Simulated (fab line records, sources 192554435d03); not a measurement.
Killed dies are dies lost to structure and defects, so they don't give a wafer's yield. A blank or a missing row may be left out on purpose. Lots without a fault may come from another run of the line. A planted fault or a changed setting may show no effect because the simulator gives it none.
Split-lot experiment | flow n5_finfet | 7 lots, 39 wafers read, on a route of 1938 steps

THE SPLIT
At N5_BEOL_M2_DESCUM_33 (chemistry O2, time 7 s), the setting time_s was moved away from the recipe's 7 s on 12 of the 39 wafers read, by -54.2% to +52.9%. The other wafers ran this setting at the recipe's value.

The reading is taken at the split's own step.

THE READING
CAR-EUV_of_BEOL_M2_COAT_22.thk_nm (the simulator's own value, which no gauge read), in nm, at N5_BEOL_M2_DESCUM_33 (chemistry O2, time 7 s). The file gives no usual value for it. The 27 wafers here that ran the recipe average 26.1 nm, standard deviation 0.14 nm.

wafer  | tool, chamber at the split | time_s as run, s | against the recipe | CAR-EUV_of_BEOL_M2_COAT_22.thk_nm, nm | against lot-mates on the recipe
L076.1 | rie_diel-04, 2,1,3,2       | 7                | recipe             | 26                                    | -
L076.2 | rie_diel-04, 2,1,3,2       | 7                | recipe             | 26                                    | -
L076.4 | rie_diel-04, 2,1,3,2       | 7                | recipe             | 26                                    | -
L076.5 | rie_diel-04, 2,1,3,2       | 7                | recipe             | 26                                    | -
L076.3 | rie_diel-04, 0,3           | 7                | recipe             | 26.2                                  | -
L076.6 | rie_diel-04, 0,3           | 7                | recipe             | 26.2                                  | -
L081.1 | rie_diel-01, 2             | 7                | recipe             | 26                                    | -
L081.6 | rie_diel-01, 2             | 7                | recipe             | 26                                    | -
L081.2 | rie_diel-01, 1,3,3,1       | 7                | recipe             | 25.8                                  | -
L081.3 | rie_diel-01, 1,3,3,1       | 7                | recipe             | 25.8                                  | -
L081.4 | rie_diel-01, 1,3,3,1       | 7                | recipe             | 25.8                                  | -
L081.5 | rie_diel-01, 1,3,3,1       | 7                | recipe             | 25.8                                  | -
L080.1 | rie_diel-04, 2             | 10.7             | +52.9%             | 24.2                                  | -1.9
L080.5 | rie_diel-04, 2             | 10.7             | +52.9%             | 24.2                                  | -1.9
L080.2 | rie_diel-04, 3             | 7                | recipe             | 26                                    | -
L080.4 | rie_diel-04, 3             | 7                | recipe             | 26                                    | -
L080.3 | rie_diel-04, 2             | 10.7             | +52.9%             | 24.4                                  | -1.7
L080.6 | rie_diel-04, 3             | 7                | recipe             | 26.2                                  | -
L082.1 | rie_diel-05, 3,3,0         | 7                | recipe             | 26.2                                  | -
L082.5 | rie_diel-05, 3,3,0         | 7                | recipe             | 26.2                                  | -
L082.6 | rie_diel-05, 3,3,0         | 7                | recipe             | 26.2                                  | -
L082.2 | rie_diel-05, 2,0,1         | 3.203            | -54.2%             | 28.2                                  | +2.0
L082.3 | rie_diel-05, 2,0,1         | 3.203            | -54.2%             | 28.2                                  | +2.0
L082.4 | rie_diel-05, 2,0,1         | 3.203            | -54.2%             | 28.2                                  | +2.0
L086.1 | rie_diel-04, 2,2,3         | 7                | recipe             | 26                                    | -
L086.5 | rie_diel-04, 2,2,3         | 7                | recipe             | 26                                    | -
L086.6 | rie_diel-04, 2,2,3         | 7                | recipe             | 26                                    | -
L088.1 | rie_diel-05, 2,3           | 4.889            | -30.2%             | 27.4                                  | +1.2
L088.3 | rie_diel-05, 2,3           | 4.889            | -30.2%             | 27.4                                  | +1.2
L088.2 | rie_diel-05, 1,2,3         | 7                | recipe             | 26.2                                  | -
L088.5 | rie_diel-05, 1,2,3         | 7                | recipe             | 26.2                                  | -
L088.6 | rie_diel-05, 1,2,3         | 7                | recipe             | 26.2                                  | -
L088.4 | rie_diel-05, 0             | 4.889            | -30.2%             | 27.2                                  | +1.0
L096.1 | rie_diel-05, 1,2,2         | 7                | recipe             | 26.2                                  | -
L096.2 | rie_diel-05, 1,2,2         | 7                | recipe             | 26.2                                  | -
L096.5 | rie_diel-05, 1,2,2         | 7                | recipe             | 26.2                                  | -
L096.3 | rie_diel-05, 0,3,1         | 5.884            | -15.9%             | 26.6                                  | +0.4
L096.4 | rie_diel-05, 0,3,1         | 5.884            | -15.9%             | 26.6                                  | +0.4
L096.6 | rie_diel-05, 0,3,1         | 5.884            | -15.9%             | 26.6                                  | +0.4
Where a row lists several chambers, the file gives one row for several wafers and doesn't say which wafer went through which chamber.

THE FIT
A straight line over all 39 wafers: CAR-EUV_of_BEOL_M2_COAT_22.thk_nm changes by -0.0372 nm for each +1% of time_s; r = -0.99; the points scatter about the line by 0.14 nm.
The same after taking each lot's own level away (the mean of its wafers on the recipe; 39 wafers): -0.0354 nm for each +1%; r = -0.99; scatter 0.092 nm.
On that fit, the largest move of time_s shifts the reading by 1.9 nm.
The lots' own levels span 25.87 to 26.20 nm, that is 2.3 times the standard deviation above.
So the lot-to-lot level changes the slope little: the two slopes agree.
Check: with one of the wafers moved furthest among these (-54.2%) left out of the fit, the line predicts +1.91 nm for it against its lot-mates. It came out at +2 nm against them.

OTHER SPLITS ON THESE WAFERS
These wafers also went through other splits before the reading. Each is held against what the fit with the lots' levels taken away leaves over:
other split on the same wafers          | wafers away from the commonest value | r with CAR-EUV_of_BEOL_M2_COAT_22.thk_nm (lot level and that fit taken away)
N5_ZERO_LAYER_DEVELOP_10 develop_time_s | 15                                   | +0.05
N5_FIN_SAQP_ETCH_69 target_depth_a      | 9                                    | +0.08
N5_MOL_CONTACT_COAG_ETCHBACK_135 time_s | 9                                    | +0.00

THE FILE'S OWN FIT
CAR-EUV_of_BEOL_M2_COAT_22.thk_nm changes by -0.0354 nm for each +1% of time_s, r = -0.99.
